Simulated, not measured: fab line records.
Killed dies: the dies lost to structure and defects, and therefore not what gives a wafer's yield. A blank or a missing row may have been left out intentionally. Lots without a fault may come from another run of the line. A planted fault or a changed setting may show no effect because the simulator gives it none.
Split-lot trial :: flow n5Finfet :: 21 wafers read across 7 lots, on a route 1938 steps long

## SPLIT DETAILS
At N5_HKMG_FIN_COAT_06 (resist thk 90 nm), the setting spinRpm was moved away from the recipe's 1500 rpm on 6 of the 21 wafers read, by -3.7% to +6.4%. The other wafers ran this setting at the recipe's value.

The reading comes from the split's own step.

## THE READING
CAR-ArF_of_HKMG_FIN_COAT_06.thkNm (the simulator's own value, which no gauge read), in nm, at N5_HKMG_FIN_COAT_06 (resist thk 90 nm). There is no usual value for it anywhere in the file. Across the 15 wafers here that went through the recipe, the average is 90.3 nm and the standard deviation 0.33 nm.

wafer: L076.3
tool, chamber at the split: lithoTrack-03, 0
spinRpm as run, rpm: 1445
against the recipe: -3.7%
CAR-ArF_of_HKMG_FIN_COAT_06.thkNm, nm: 92
against lot-mates on the recipe: +1.6

wafer: L076.6
tool, chamber at the split: lithoTrack-03, 0
spinRpm as run, rpm: 1445
against the recipe: -3.7%
CAR-ArF_of_HKMG_FIN_COAT_06.thkNm, nm: 92
against lot-mates on the recipe: +1.6

wafer: L076.4
tool, chamber at the split: lithoTrack-03, 0
spinRpm as run, rpm: 1500
against the recipe: recipe
CAR-ArF_of_HKMG_FIN_COAT_06.thkNm, nm: 90.4
against lot-mates on the recipe: -

wafer: L077.1
tool, chamber at the split: lithoTrack-03, 0
spinRpm as run, rpm: 1500
against the recipe: recipe
CAR-ArF_of_HKMG_FIN_COAT_06.thkNm, nm: 90.4
against lot-mates on the recipe: -

wafer: L077.2
tool, chamber at the split: lithoTrack-03, 0
spinRpm as run, rpm: 1500
against the recipe: recipe
CAR-ArF_of_HKMG_FIN_COAT_06.thkNm, nm: 90.8
against lot-mates on the recipe: -

wafer: L077.6
tool, chamber at the split: lithoTrack-03, 0
spinRpm as run, rpm: 1500
against the recipe: recipe
CAR-ArF_of_HKMG_FIN_COAT_06.thkNm, nm: 90.6
against lot-mates on the recipe: -

wafer: L079.2
tool, chamber at the split: lithoTrack-03, 0
spinRpm as run, rpm: 1500
against the recipe: recipe
CAR-ArF_of_HKMG_FIN_COAT_06.thkNm, nm: 90
against lot-mates on the recipe: -

wafer: L079.4
tool, chamber at the split: lithoTrack-03, 0
spinRpm as run, rpm: 1500
against the recipe: recipe
CAR-ArF_of_HKMG_FIN_COAT_06.thkNm, nm: 90.2
against lot-mates on the recipe: -

wafer: L079.6
tool, chamber at the split: lithoTrack-03, 0
spinRpm as run, rpm: 1568
against the recipe: +4.5%
CAR-ArF_of_HKMG_FIN_COAT_06.thkNm, nm: 87.8
against lot-mates on the recipe: -2.3

wafer: L080.1
tool, chamber at the split: lithoTrack-04, 0
spinRpm as run, rpm: 1500
against the recipe: recipe
CAR-ArF_of_HKMG_FIN_COAT_06.thkNm, nm: 89.8
against lot-mates on the recipe: -

wafer: L080.4
tool, chamber at the split: lithoTrack-04, 0
spinRpm as run, rpm: 1456
against the recipe: -2.9%
CAR-ArF_of_HKMG_FIN_COAT_06.thkNm, nm: 91
against lot-mates on the recipe: +1.3

wafer: L080.5
tool, chamber at the split: lithoTrack-04, 0
spinRpm as run, rpm: 1500
against the recipe: recipe
CAR-ArF_of_HKMG_FIN_COAT_06.thkNm, nm: 89.6
against lot-mates on the recipe: -

wafer: L081.2
tool, chamber at the split: lithoTrack-03, 0
spinRpm as run, rpm: 1500
against the recipe: recipe
CAR-ArF_of_HKMG_FIN_COAT_06.thkNm, nm: 90.4
against lot-mates on the recipe: -

wafer: L081.3
tool, chamber at the split: lithoTrack-03, 0
spinRpm as run, rpm: 1500
against the recipe: recipe
CAR-ArF_of_HKMG_FIN_COAT_06.thkNm, nm: 90.6
against lot-mates on the recipe: -

wafer: L081.6
tool, chamber at the split: lithoTrack-03, 0
spinRpm as run, rpm: 1500
against the recipe: recipe
CAR-ArF_of_HKMG_FIN_COAT_06.thkNm, nm: 90.6
against lot-mates on the recipe: -

wafer: L084.2
tool, chamber at the split: lithoTrack-04, 0
spinRpm as run, rpm: 1500
against the recipe: recipe
CAR-ArF_of_HKMG_FIN_COAT_06.thkNm, nm: 90.2
against lot-mates on the recipe: -

wafer: L084.4
tool, chamber at the split: lithoTrack-04, 0
spinRpm as run, rpm: 1596
against the recipe: +6.4%
CAR-ArF_of_HKMG_FIN_COAT_06.thkNm, nm: 87.8
against lot-mates on the recipe: -2.3

wafer: L084.6
tool, chamber at the split: lithoTrack-04, 0
spinRpm as run, rpm: 1500
against the recipe: recipe
CAR-ArF_of_HKMG_FIN_COAT_06.thkNm, nm: 90
against lot-mates on the recipe: -

wafer: L085.1
tool, chamber at the split: lithoTrack-02, 0
spinRpm as run, rpm: 1500
against the recipe: recipe
CAR-ArF_of_HKMG_FIN_COAT_06.thkNm, nm: 90.4
against lot-mates on the recipe: -

wafer: L085.3
tool, chamber at the split: lithoTrack-02, 0
spinRpm as run, rpm: 1500
against the recipe: recipe
CAR-ArF_of_HKMG_FIN_COAT_06.thkNm, nm: 90.6
against lot-mates on the recipe: -

wafer: L085.6
tool, chamber at the split: lithoTrack-02, 0
spinRpm as run, rpm: 1452
against the recipe: -3.2%
CAR-ArF_of_HKMG_FIN_COAT_06.thkNm, nm: 91.8
against lot-mates on the recipe: +1.3

THE FIT
A straight line over all 21 wafers: CAR-ArF_of_HKMG_FIN_COAT_06.thkNm changes by -0.435 nm for each +1% of spinRpm; r = -0.95; the points scatter about the line by 0.35 nm.
The same after taking each lot's own level away (the mean of its wafers on the recipe; 21 wafers): -0.418 nm for each +1%; r = -0.99; scatter 0.16 nm.
The reading moves by 2.7 nm for the largest change in spinRpm, on that fit.
The lots' own levels span 89.70 to 90.60 nm, that is 2.8 times the standard deviation above.
Consequently the slope shifts little with the lot-to-lot level, the two slopes agreeing.
Check: -2.97 nm against its lot-mates is what the line predicts for one of the wafers moved furthest among these (+6.4%) when that wafer is left out of the fit. Against them it came out at -2.3 nm.

## FILE'S OWN FIT
CAR-ArF_of_HKMG_FIN_COAT_06.thkNm changes by -0.416 nm for each +1% of spinRpm, r = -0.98.
